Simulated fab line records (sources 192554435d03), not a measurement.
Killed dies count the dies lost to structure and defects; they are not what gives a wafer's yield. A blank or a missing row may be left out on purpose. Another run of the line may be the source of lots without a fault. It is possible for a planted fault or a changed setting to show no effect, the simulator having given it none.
fab line records	flow n5_finfet
record lots=24	wafers=72	last_day=17
route steps=1938 shown BEOL_M1@830 BEOL_M2@844
lots with no fault: from the same line, run without faults
start_h: start of the lot's first displayed wafer, in hours after the record's first day	wait_h: hours from the lot's prior step to this one	" same as the row above	L1.1+2: several wafers, shown together as one row	- no value, or no start was given	* or withheld: withheld	< > ~ a bound
route shown NAME@n: names a module that has steps shown in the file, with the first one's number in the route	usual: mean/standard deviation taken from wafers without a fault	same: alike in all rows	chamber/n: place in a boat	sites: readings site by site	_std_site: the values' standard deviation	_edge_site: mean of outer sites minus mean of inner sites	radius_mm: how far each site lies from the wafer's centre	mask NAME#n: copy n	behind: the tool/chamber that last shaped the wafer	hold: why the lot was held/for how many hours/how that ended	device: the n, p or np transistor that did not switch	end of line: the route-end tests of the same wafers	step lacking rows: just its recipe	killed: dies lost to structure and defects at the first sort, not the wafer's yield	map: the dies of a wafer, with x for killed, . for not killed, _ for no die there
set.NAME: the run value of the setting; set.NAME@STEP: its run value at that earlier step	model.NAME: the simulator's own value behind a step, which no gauge read
route steps across a sampled set of lots; one table per step, one row per wafer
services: a tool's chamber out of use, with start hour (start_h, from the record's first day; less than 0 if before it), hours out, and reason
## steps
# step N5_BEOL_M1_SPUTTER_96
# recipe material=Cu	target_thk_a=45	temp_c=-20	chamber_pressure_pa=0.07	power_w=withheld	time_s=8.29
# usual throttle_valve_pct=30.5/0.94
lot.wafer	tool	chamber	start_h	wait_h	throttle_valve_pct
L074.2	pvd_sputter-02	-	136.51	0.1	29.4
L074.5	"	-	"	"	32.2
L074.6	"	-	"	"	29.5
L075.2	pvd_sputter-03	-	140.39	0.1	29.6
L075.5	"	-	"	"	30.6
L075.6	"	-	"	"	30.7
L076.1	pvd_sputter-01	-	142.52	0.1	30.6
L076.4	"	-	"	"	29.7
L076.6	"	-	"	"	30.4
L077.1	pvd_sputter-03	-	154.79	0.1	30.7
L077.4	"	-	"	"	29.5
L077.5	"	-	"	"	30.5
L078.1	pvd_sputter-02	-	155.87	0.1	29.4
L078.2	"	-	"	"	29.3
L078.3	"	-	"	"	32.4
L080.2	pvd_sputter-02	-	175.58	0.1	32.4
L080.4	"	-	"	"	29.8
L080.5	"	-	"	"	30.9
L079.2	pvd_sputter-01	-	176.47	0.1	30.4
L079.4	"	-	"	"	30.6
L079.6	"	-	"	"	30.5
L082.1	pvd_sputter-03	-	179.94	0.1	29.7
L082.4	"	-	"	"	31.1
L082.5	"	-	"	"	30.6
L081.1	pvd_sputter-02	-	180.06	0.1	29.5
L081.4	"	-	"	"	32.8
L081.5	"	-	"	"	29.1
L083.1	pvd_sputter-01	-	182.82	0.1	29.6
L083.4	"	-	"	"	30.6
L083.5	"	-	"	"	30.6
L084.1	pvd_sputter-01	-	191.22	0.1	29.5
L084.2	"	-	"	"	30.6
L084.5	"	-	"	"	30.6
L085.3	pvd_sputter-02	-	208.20	0.1	29.4
L085.4	"	-	"	"	32.8
L085.5	"	-	"	"	32.4
L087.1	pvd_sputter-01	-	211.87	0.1	30.6
L087.4	"	-	"	"	29.7
L087.6	"	-	"	"	30.8
L086.3	pvd_sputter-03	-	221.19	0.1	30.8
L086.4	"	-	"	"	30.7
L086.6	"	-	"	"	30.1
L088.1	pvd_sputter-02	-	221.65	0.1	32.6
L088.4	"	-	"	"	29.3
L088.5	"	-	"	"	29.5
L089.2	pvd_sputter-03	-	223.97	0.1	31.1
L089.4	"	-	"	"	29.7
L089.6	"	-	"	"	29.5
L090.2	pvd_sputter-02	-	229.53	0.1	29.4
L090.3	"	-	"	"	32.5
L090.6	"	-	"	"	29.3
L091.1	pvd_sputter-02	-	234.33	0.1	32.6
L091.3	"	-	"	"	29.4
L091.6	"	-	"	"	32.1
L092.2	pvd_sputter-01	-	241.79	0.1	29.9
L092.4	"	-	"	"	30.9
L092.5	"	-	"	"	30.5
L093.2	pvd_sputter-03	-	247.20	0.1	30.7
L093.3	"	-	"	"	30.4
L093.5	"	-	"	"	30.8
L094.1	pvd_sputter-01	-	250.18	0.1	29.7
L094.4	"	-	"	"	30.7
L094.5	"	-	"	"	30.6
L095.1	pvd_sputter-02	-	253.37	0.1	29.2
L095.3	"	-	"	"	29.1
L095.6	"	-	"	"	31.0
L096.2	pvd_sputter-02	-	258.02	0.1	29.5
L096.3	"	-	"	"	32.4
L096.5	"	-	"	"	29.5
L097.1	pvd_sputter-01	-	280.17	0.1	29.8
L097.2	"	-	"	"	30.5
L097.3	"	-	"	"	30.9
# step N5_BEOL_M1_ANNEAL_51
# recipe temp_c=225	time_s=90	ambient=N2
# usual wafer_temp_C_max=226.4/0.3
lot.wafer	tool	chamber	start_h	wait_h	wafer_temp_C_max
L074.2	rtp_anneal-02	0	136.75	0.1	226.3
L074.5	"	0	"	"	226.9
L074.6	"	0	"	"	226.1
L075.2	rtp_anneal-02	0	140.63	0.1	226.0
L075.5	"	0	"	"	226.0
L075.6	"	0	"	"	226.1
L076.1	rtp_anneal-01	0	142.72	0.1	226.1
L076.4	"	0	"	"	226.9
L076.6	"	0	"	"	226.5
L077.1	rtp_anneal-01	0	154.98	0.1	226.7
L077.4	"	0	"	"	226.7
L077.5	"	0	"	"	226.9
L078.1	rtp_anneal-01	0	156.07	0.1	227.0
L078.2	"	0	"	"	226.4
L078.3	"	0	"	"	226.5
L080.2	rtp_anneal-01	0	175.82	0.1	226.0
L080.4	"	0	"	"	227.0
L080.5	"	0	"	"	226.8
L079.2	rtp_anneal-02	0	176.71	0.1	226.2
L079.4	"	0	"	"	226.0
L079.6	"	0	"	"	226.5
L082.1	rtp_anneal-01	0	180.14	0.1	226.8
L082.4	"	0	"	"	226.5
L082.5	"	0	"	"	226.8
L081.1	rtp_anneal-02	0	180.26	0.1	226.7
L081.4	"	0	"	"	226.7
L081.5	"	0	"	"	226.6
L083.1	rtp_anneal-01	0	183.02	0.1	226.3
L083.4	"	0	"	"	226.1
L083.5	"	0	"	"	226.3
L084.1	rtp_anneal-02	0	191.42	0.1	226.0
L084.2	"	0	"	"	226.2
L084.5	"	0	"	"	226.8
L085.3	rtp_anneal-02	0	208.48	0.1	226.4
L085.4	"	0	"	"	226.4
L085.5	"	0	"	"	226.1
L087.1	rtp_anneal-01	0	212.16	0.1	225.6
L087.4	"	0	"	"	225.9
L087.6	"	0	"	"	226.2
L086.3	rtp_anneal-02	0	221.47	0.1	226.2
L086.4	"	0	"	"	226.7
L086.6	"	0	"	"	226.3
L088.1	rtp_anneal-02	0	222.06	0.3	227.1
L088.4	"	0	"	"	227.2
L088.5	"	0	"	"	226.7
L089.2	rtp_anneal-02	0	224.21	0.1	226.6
L089.4	"	0	"	"	226.5
L089.6	"	0	"	"	226.4
L090.2	rtp_anneal-02	0	229.77	0.1	226.4
L090.3	"	0	"	"	226.2
L090.6	"	0	"	"	226.3
L091.1	rtp_anneal-01	0	234.53	0.1	225.8
L091.3	"	0	"	"	226.7
L091.6	"	0	"	"	226.5
L092.2	rtp_anneal-02	0	242.05	0.1	226.7
L092.4	"	0	"	"	226.4
L092.5	"	0	"	"	227.0
L093.2	rtp_anneal-01	0	247.44	0.1	226.6
L093.3	"	0	"	"	226.5
L093.5	"	0	"	"	226.2
L094.1	rtp_anneal-01	0	250.38	0.1	226.7
L094.4	"	0	"	"	226.2
L094.5	"	0	"	"	225.9
L095.1	rtp_anneal-02	0	253.57	0.1	226.2
L095.3	"	0	"	"	226.2
L095.6	"	0	"	"	226.2
L096.2	rtp_anneal-02	0	258.26	0.1	226.1
L096.3	"	0	"	"	226.9
L096.5	"	0	"	"	226.5
L097.1	rtp_anneal-02	0	280.45	0.1	226.3
L097.2	"	0	"	"	226.5
L097.3	"	0	"	"	226.8
# step N5_BEOL_M2_HM_DEP_02
# recipe material=TiN	target_thk_a=200	temp_c=25	chamber_pressure_pa=0.49996
# usual throttle_valve_pct=30.5/0.99
lot.wafer	tool	chamber	start_h	wait_h	throttle_valve_pct
L074.2	pvd_sputter-02	-	138.43	0.7	32.6
L074.5	"	-	"	"	30.9
L074.6	"	-	"	"	29.0
L075.2	pvd_sputter-01	-	142.78	1.1	29.7
L075.5	"	-	"	"	30.6
L075.6	"	-	"	"	29.6
L076.1	pvd_sputter-02	-	144.09	0.0	32.4
L076.4	"	-	"	"	31.1
L076.6	"	-	"	"	32.6
L077.1	pvd_sputter-03	-	156.53	0.5	31.0
L077.4	"	-	"	"	30.7
L077.5	"	-	"	"	30.8
L078.1	pvd_sputter-03	-	159.35	2.2	30.7
L078.2	"	-	"	"	30.7
L078.3	"	-	"	"	29.5
L080.2	pvd_sputter-03	-	177.42	0.6	30.6
L080.4	"	-	"	"	30.7
L080.5	"	-	"	"	30.6
L079.2	pvd_sputter-02	-	177.98	0.3	29.3
L079.4	"	-	"	"	32.4
L079.6	"	-	"	"	30.9
L082.1	pvd_sputter-02	-	183.13	1.9	32.8
L082.4	"	-	"	"	29.6
L082.5	"	-	"	"	29.1
L081.1	pvd_sputter-01	-	183.68	2.4	30.5
L081.4	"	-	"	"	31.0
L081.5	"	-	"	"	30.5
L083.1	pvd_sputter-03	-	185.89	1.8	31.0
L083.4	"	-	"	"	29.4
L083.5	"	-	"	"	30.6
L084.1	pvd_sputter-01	-	192.90	0.4	31.0
L084.2	"	-	"	"	29.3
L084.5	"	-	"	"	30.6
L085.3	pvd_sputter-03	-	209.54	0.0	30.6
L085.4	"	-	"	"	30.7
L085.5	"	-	"	"	30.6
L087.1	pvd_sputter-02	-	214.86	1.5	31.1
L087.4	"	-	"	"	29.4
L087.6	"	-	"	"	31.0
L086.3	pvd_sputter-02	-	224.69	2.2	32.4
L086.4	"	-	"	"	29.2
L086.6	"	-	"	"	32.8
L088.1	pvd_sputter-02	-	224.79	1.6	29.6
L088.4	"	-	"	"	31.0
L088.5	"	-	"	"	32.5
L089.2	pvd_sputter-01	-	225.29	0.1	30.9
L089.4	"	-	"	"	30.0
L089.6	"	-	"	"	31.0
L090.2	pvd_sputter-02	-	231.65	0.8	29.2
L090.3	"	-	"	"	31.2
L090.6	"	-	"	"	32.4
L091.1	pvd_sputter-02	-	236.27	0.7	29.3
L091.3	"	-	"	"	29.1
L091.6	"	-	"	"	29.5
L092.2	pvd_sputter-01	-	243.81	0.8	30.5
L092.4	"	-	"	"	30.4
L092.5	"	-	"	"	30.2
L093.2	pvd_sputter-03	-	248.47	0.0	30.5
L093.3	"	-	"	"	30.9
L093.5	"	-	"	"	30.9
L094.1	pvd_sputter-03	-	251.45	0.0	30.3
L094.4	"	-	"	"	29.5
L094.5	"	-	"	"	30.6
L095.1	pvd_sputter-01	-	255.46	0.9	29.7
L095.3	"	-	"	"	30.7
L095.6	"	-	"	"	29.7
L096.2	pvd_sputter-01	-	262.15	2.8	30.6
L096.3	"	-	"	"	30.8
L096.5	"	-	"	"	31.1
L097.1	pvd_sputter-02	-	285.34	3.9	32.4
L097.2	"	-	"	"	31.3
L097.3	"	-	"	"	29.4
# step N5_BEOL_M2_ETCH_63
# recipe chemistry=CF4	target=SiARC	target_depth_a=156	mask_material=CAR-EUV	time_s=26	ion_energy_ev=80	pressure_mtorr=40	source_w=545	bias_w=36	Ar_flow_sccm=100	cf4_flow_sccm=100	ends=cleared
# usual cf4_flow_sccm=100.0/0.31	drypump_motor_current_A=5.6/0.42	etch_rf_on_time_s=25.7/0.58	oes_product_au=0.69/0.082	rf_vpp_V=184.0/0.95	showerhead_plenum_p_Torr=2.13/0.049	throttle_valve_pct=15.52/0.3
lot.wafer	tool	chamber	start_h	wait_h	cf4_flow_sccm	drypump_motor_current_A	etch_rf_on_time_s	oes_product_au	rf_hours_counter_h	rf_vpp_V	showerhead_plenum_p_Torr	throttle_valve_pct
L074.2	rie_diel-03	3	139.05	0.0	100.0	5.4	25.5	0.60	218	183.6	2.10	15.99
L074.5	"	2	"	"	100.0	5.6	25.4	0.82	-	184.5	2.17	15.04
L074.6	"	3	"	"	100.3	5.4	25.5	0.60	-	184.2	2.10	15.97
L075.2	rie_diel-01	1	143.57	0.0	100.1	5.7	25.7	0.74	47	185.6	2.18	15.10
L075.5	"	1	"	"	99.8	5.7	25.5	0.73	-	184.5	2.18	15.09
L075.6	"	0	"	"	100.1	5.7	25.2	0.63	-	182.8	2.05	15.67
L076.1	rie_diel-03	2	144.95	0.0	100.0	5.6	25.3	0.80	18	183.8	2.17	15.03
L076.4	"	0	"	"	100.0	6.4	25.6	0.63	174	183.7	2.14	15.82
L076.6	"	1	"	"	100.7	5.1	24.5	0.84	-	184.9	2.18	15.33
L077.1	rie_diel-03	1	157.31	0.0	100.1	5.1	24.5	0.82	6	185.5	2.17	15.34
L077.4	"	2	"	"	100.0	5.6	25.3	0.80	22	185.6	2.17	15.03
L077.5	"	0	"	"	99.7	6.4	26.0	0.62	-	184.1	2.14	15.82
L078.1	rie_diel-01	2	159.92	0.0	99.5	5.9	25.3	0.85	2	184.5	2.12	15.35
L078.2	"	3	"	"	99.9	5.3	25.8	0.61	180	185.6	2.22	15.65
L078.3	"	0	"	"	100.1	5.7	24.7	0.64	205	183.6	2.04	15.70
L080.2	rie_diel-04	3	178.11	0.0	100.0	4.9	27.2	0.64	166	184.0	2.05	15.67
L080.4	"	0	"	"	100.1	6.1	25.6	0.61	231	184.1	2.11	15.72
L080.5	"	3	"	"	100.1	4.9	27.1	0.64	-	182.2	2.05	15.67
L079.2	rie_diel-01	3	178.83	0.0	100.1	5.3	25.6	0.61	187	184.7	2.22	15.66
L079.4	"	1	"	"	100.3	5.7	24.9	0.72	62	185.1	2.18	15.13
L079.6	"	2	"	"	99.3	5.9	25.5	0.82	-	184.8	2.12	15.35
L082.1	rie_diel-04	0	183.82	0.0	99.7	6.1	25.5	0.61	232	182.8	2.11	15.73
L082.4	"	3	"	"	100.8	4.9	27.1	0.64	167	184.0	2.05	15.68
L082.5	"	0	"	"	100.0	6.0	25.5	0.61	-	184.6	2.10	15.70
L081.1	rie_diel-04	1	184.25	0.0	99.8	5.4	25.5	0.77	28	182.3	2.08	15.40
L081.4	"	3	"	"	100.4	4.9	27.2	0.64	168	183.5	2.05	15.66
L081.5	"	3	"	"	100.2	4.9	27.0	0.64	-	182.9	2.05	15.67
L083.1	rie_diel-03	0	186.47	0.0	100.2	6.4	26.4	0.61	188	182.6	2.14	15.83
L083.4	"	3	"	"	99.8	5.5	26.1	0.59	235	182.9	2.09	16.00
L083.5	"	1	"	"	100.2	5.1	25.3	0.78	-	185.5	2.17	15.36
L084.1	rie_diel-03	1	193.66	0.0	100.0	5.1	24.9	0.79	17	183.7	2.17	15.34
L084.2	"	2	"	"	99.8	5.6	25.4	0.77	35	183.8	2.17	15.07
L084.5	"	3	"	"	99.7	5.4	25.7	0.59	-	182.7	2.09	16.01
L085.3	rie_diel-03	1	210.11	0.0	99.8	5.1	24.7	0.78	22	184.1	2.17	15.36
L085.4	"	0	"	"	99.7	6.4	26.3	0.61	196	183.0	2.14	15.85
L085.5	"	2	"	"	99.9	5.6	25.6	0.76	-	185.2	2.17	15.06
L087.1	rie_diel-03	0	215.43	0.0	100.1	6.4	26.1	0.60	197	183.3	2.13	15.87
L087.4	"	3	"	"	100.4	5.4	25.6	0.58	244	182.5	2.09	16.02
L087.6	"	3	"	"	100.2	5.4	25.7	0.59	-	182.8	2.09	16.03
L086.3	rie_diel-01	1	225.42	0.0	99.7	5.8	25.3	0.71	76	185.2	2.17	15.15
L086.4	"	3	"	"	99.9	5.3	26.0	0.59	201	184.8	2.21	15.69
L086.6	"	2	"	"	100.0	5.9	26.1	0.78	-	183.8	2.12	15.39
L088.1	rie_diel-01	0	225.65	0.0	100.0	5.8	24.8	0.62	228	183.3	2.04	15.73
L088.4	"	2	"	"	99.8	5.9	26.0	0.77	24	184.2	2.12	15.40
L088.5	"	2	"	"	100.0	5.9	25.8	0.77	-	185.6	2.12	15.38
L089.2	rie_diel-01	3	225.98	0.0	100.5	5.3	26.1	0.59	202	185.4	2.21	15.71
L089.4	"	2	"	"	99.9	5.9	26.1	0.77	24	183.3	2.12	15.38
L089.6	"	2	"	"	100.2	5.9	26.1	0.78	-	183.0	2.12	15.38
L090.2	rie_diel-03	3	232.29	0.0	100.1	5.4	25.5	0.58	249	183.9	2.09	16.02
L090.3	"	2	"	"	100.6	5.6	25.6	0.75	46	184.4	2.16	15.08
L090.6	"	1	"	"	100.4	5.1	24.8	0.77	-	184.6	2.17	15.38
L091.1	rie_diel-03	0	237.00	0.0	100.0	6.4	26.3	0.61	205	184.0	2.13	15.86
L091.3	"	2	"	"	99.8	5.6	25.9	0.74	48	184.2	2.16	15.08
L091.6	"	1	"	"	100.4	5.1	25.2	0.75	-	183.1	2.17	15.39
L092.2	rie_diel-04	0	244.51	0.0	100.0	6.0	25.8	0.60	256	183.0	2.10	15.75
L092.4	"	0	"	"	100.1	6.0	25.7	0.60	-	184.3	2.10	15.75
L092.5	"	1	"	"	99.6	5.4	25.7	0.73	-	183.0	2.08	15.47
L093.2	rie_diel-01	1	249.16	0.0	99.4	5.7	25.1	0.70	84	183.6	2.17	15.16
L093.3	"	3	"	"	99.9	5.3	25.9	0.59	208	185.6	2.21	15.71
L093.5	"	2	"	"	99.8	5.9	26.2	0.75	-	184.5	2.11	15.41
L094.1	rie_diel-03	2	252.03	0.0	100.0	5.6	25.8	0.74	56	184.1	2.16	15.11
L094.4	"	0	"	"	99.8	6.4	26.0	0.60	-	183.5	2.13	15.89
L094.5	"	1	"	"	100.0	5.1	25.0	0.75	-	184.4	2.16	15.40
L095.1	rie_diel-03	2	256.06	0.0	99.6	5.6	25.8	0.73	57	183.2	2.16	15.09
L095.3	"	3	"	"	100.6	5.4	25.2	0.87	0	183.1	2.09	15.52
L095.6	"	1	"	"	100.3	5.1	25.1	0.74	-	185.7	2.16	15.40
L096.2	rie_diel-03	3	263.05	0.0	100.1	5.4	25.1	0.85	2	183.7	2.09	15.55
L096.3	"	0	"	"	99.2	6.4	26.3	0.59	217	183.3	2.13	15.90
L096.5	"	2	"	"	100.3	5.7	25.9	0.72	-	184.0	2.16	15.11
L097.1	rie_diel-04	1	286.04	0.0	100.2	5.4	26.0	0.71	72	184.0	2.07	15.51
L097.2	"	3	"	"	99.9	4.9	27.1	0.62	194	183.4	2.04	15.71
L097.3	"	0	"	"	99.8	6.1	26.2	0.85	1	184.7	2.10	15.30
# step N5_BEOL_M2_SPUTTER_81
# recipe material=Cu	target_thk_a=45	temp_c=-20	chamber_pressure_pa=0.07	power_w=withheld	time_s=8.29
# usual throttle_valve_pct=30.4/0.82
lot.wafer	tool	chamber	start_h	wait_h	throttle_valve_pct
L074.2	pvd_sputter-03	-	142.61	0.1	30.4
L074.5	"	-	"	"	30.9
L074.6	"	-	"	"	29.7
L075.2	pvd_sputter-01	-	147.78	0.1	29.8
L075.5	"	-	"	"	30.9
L075.6	"	-	"	"	30.4
L076.1	pvd_sputter-03	-	151.59	0.1	29.6
L076.4	"	-	"	"	30.8
L076.6	"	-	"	"	30.8
L077.1	pvd_sputter-02	-	166.12	0.1	29.5
L077.4	"	-	"	"	29.4
L077.5	"	-	"	"	29.7
L078.1	pvd_sputter-03	-	172.72	0.1	30.8
L078.2	"	-	"	"	29.6
L078.3	"	-	"	"	30.9
L080.2	pvd_sputter-01	-	185.10	0.1	30.8
L080.4	"	-	"	"	30.8
L080.5	"	-	"	"	29.5
L079.2	pvd_sputter-01	-	187.69	0.1	30.4
L079.4	"	-	"	"	29.7
L079.6	"	-	"	"	30.7
L082.1	pvd_sputter-03	-	191.03	0.1	30.5
L082.4	"	-	"	"	29.7
L082.5	"	-	"	"	29.5
L081.1	pvd_sputter-02	-	193.72	0.1	29.2
L081.4	"	-	"	"	29.5
L081.5	"	-	"	"	29.5
L083.1	pvd_sputter-03	-	195.45	0.1	30.8
L083.4	"	-	"	"	29.5
L083.5	"	-	"	"	30.4
L084.1	pvd_sputter-01	-	199.68	0.1	30.7
L084.2	"	-	"	"	30.3
L084.5	"	-	"	"	30.6
L085.3	pvd_sputter-02	-	213.36	0.1	29.5
L085.4	"	-	"	"	32.6
L085.5	"	-	"	"	29.4
L087.1	pvd_sputter-01	-	225.89	0.1	30.3
L087.4	"	-	"	"	29.8
L087.6	"	-	"	"	29.5
L086.3	pvd_sputter-02	-	230.13	0.1	29.4
L086.4	"	-	"	"	30.8
L086.6	"	-	"	"	29.1
L088.1	pvd_sputter-01	-	231.25	0.1	30.2
L088.4	"	-	"	"	30.4
L088.5	"	-	"	"	30.5
L089.2	pvd_sputter-01	-	237.79	0.1	30.6
L089.4	"	-	"	"	29.9
L089.6	"	-	"	"	30.2
L090.2	pvd_sputter-02	-	241.66	0.1	32.2
L090.3	"	-	"	"	29.2
L090.6	"	-	"	"	29.3
L091.1	pvd_sputter-02	-	245.97	0.1	29.4
L091.3	"	-	"	"	29.4
L091.6	"	-	"	"	29.2
L092.2	pvd_sputter-01	-	250.70	0.1	29.6
L092.4	"	-	"	"	30.6
L092.5	"	-	"	"	29.5
L093.2	pvd_sputter-01	-	256.93	0.1	29.2
L093.3	"	-	"	"	30.7
L093.5	"	-	"	"	30.3
L094.1	pvd_sputter-03	-	259.92	0.1	30.7
L094.4	"	-	"	"	29.5
L094.5	"	-	"	"	30.6
L095.1	pvd_sputter-01	-	264.73	0.1	29.8
L095.3	"	-	"	"	30.8
L095.6	"	-	"	"	30.8
L096.2	pvd_sputter-01	-	269.48	0.1	30.5
L096.3	"	-	"	"	30.4
L096.5	"	-	"	"	30.8
L097.1	pvd_sputter-02	-	290.93	0.1	29.5
L097.2	"	-	"	"	32.5
L097.3	"	-	"	"	31.0
# step N5_BEOL_M2_ANNEAL_91
# recipe temp_c=400	time_s=240	ambient=vacuum
# usual heater_power_w=806/92
lot.wafer	tool	chamber	start_h	wait_h	heater_power_w
L074.2	pvd_sputter-03	-	143.35	0.0	924
L074.5	"	-	"	"	838
L074.6	"	-	"	"	1026
L075.2	pvd_sputter-01	-	148.52	0.0	912
L075.5	"	-	"	"	721
L075.6	"	-	"	"	731
L076.1	pvd_sputter-03	-	152.33	0.0	992
L076.4	"	-	"	"	835
L076.6	"	-	"	"	857
L077.1	pvd_sputter-02	-	166.86	0.0	713
L077.4	"	-	"	"	850
L077.5	"	-	"	"	719
L078.1	pvd_sputter-03	-	173.46	0.0	845
L078.2	"	-	"	"	1007
L078.3	"	-	"	"	812
L080.2	pvd_sputter-01	-	185.84	0.0	748
L080.4	"	-	"	"	690
L080.5	"	-	"	"	928
L079.2	pvd_sputter-01	-	188.53	0.0	712
L079.4	"	-	"	"	936
L079.6	"	-	"	"	742
L082.1	pvd_sputter-03	-	191.77	0.0	934
L082.4	"	-	"	"	1016
L082.5	"	-	"	"	990
L081.1	pvd_sputter-02	-	194.46	0.0	852
L081.4	"	-	"	"	717
L081.5	"	-	"	"	828
L083.1	pvd_sputter-03	-	196.19	0.0	820
L083.4	"	-	"	"	1000
L083.5	"	-	"	"	934
L084.1	pvd_sputter-01	-	200.42	0.0	742
L084.2	"	-	"	"	728
L084.5	"	-	"	"	692
L085.3	pvd_sputter-02	-	214.10	0.0	713
L085.4	"	-	"	"	816
L085.5	"	-	"	"	725
L087.1	pvd_sputter-01	-	226.63	0.0	724
L087.4	"	-	"	"	936
L087.6	"	-	"	"	949
L086.3	pvd_sputter-02	-	230.87	0.0	712
L086.4	"	-	"	"	802
L086.6	"	-	"	"	868
L088.1	pvd_sputter-01	-	231.99	0.0	708
L088.4	"	-	"	"	741
L088.5	"	-	"	"	708
L089.2	pvd_sputter-01	-	238.53	0.0	678
L089.4	"	-	"	"	890
L089.6	"	-	"	"	713
L090.2	pvd_sputter-02	-	242.40	0.0	801
L090.3	"	-	"	"	873
L090.6	"	-	"	"	736
L091.1	pvd_sputter-02	-	246.71	0.0	733
L091.3	"	-	"	"	879
L091.6	"	-	"	"	728
L092.2	pvd_sputter-01	-	251.44	0.0	936
L092.4	"	-	"	"	765
L092.5	"	-	"	"	927
L093.2	pvd_sputter-01	-	257.67	0.0	951
L093.3	"	-	"	"	745
L093.5	"	-	"	"	725
L094.1	pvd_sputter-03	-	260.66	0.0	834
L094.4	"	-	"	"	988
L094.5	"	-	"	"	838
L095.1	pvd_sputter-01	-	265.47	0.0	930
L095.3	"	-	"	"	700
L095.6	"	-	"	"	741
L096.2	pvd_sputter-01	-	270.22	0.0	733
L096.3	"	-	"	"	714
L096.5	"	-	"	"	741
L097.1	pvd_sputter-02	-	291.67	0.0	725
L097.2	"	-	"	"	813
L097.3	"	-	"	"	799
## services
tool	chamber	start_h	hours	kind
rie_diel-03	1	119.26	-	clean
rie_diel-03	1	119.26	-	consumable_replace:focus_ring
rie_diel-03	1	119.26	19.8	scheduled_down
rie_diel-03	1	119.26	19.8	vent_cycle
rie_diel-01	2	131.19	-	clean
rie_diel-01	2	131.19	-	consumable_replace:esc
rie_diel-01	2	131.19	-	consumable_replace:focus_ring
rie_diel-01	2	131.19	22.0	scheduled_down
rie_diel-01	2	131.19	22.0	vent_cycle
rie_diel-01	0	134.94	7.9	repair
pvd_sputter-01	-	163.99	2.8	repair
rie_diel-03	1	188.21	2.4	repair
rie_diel-01	1	202.82	3.8	repair
rie_diel-04	3	218.89	32.8	repair
rie_diel-03	3	234.65	-	clean
rie_diel-03	3	234.65	-	consumable_replace:focus_ring
rie_diel-03	3	234.65	20.9	scheduled_down
rie_diel-03	3	234.65	20.9	vent_cycle
rie_diel-01	-	236.60	0.2	repair
rie_diel-04	0	251.90	-	clean
rie_diel-04	0	251.90	-	consumable_replace:focus_ring
rie_diel-04	0	251.90	31.1	scheduled_down
rie_diel-04	0	251.90	31.1	vent_cycle
## key
fault none
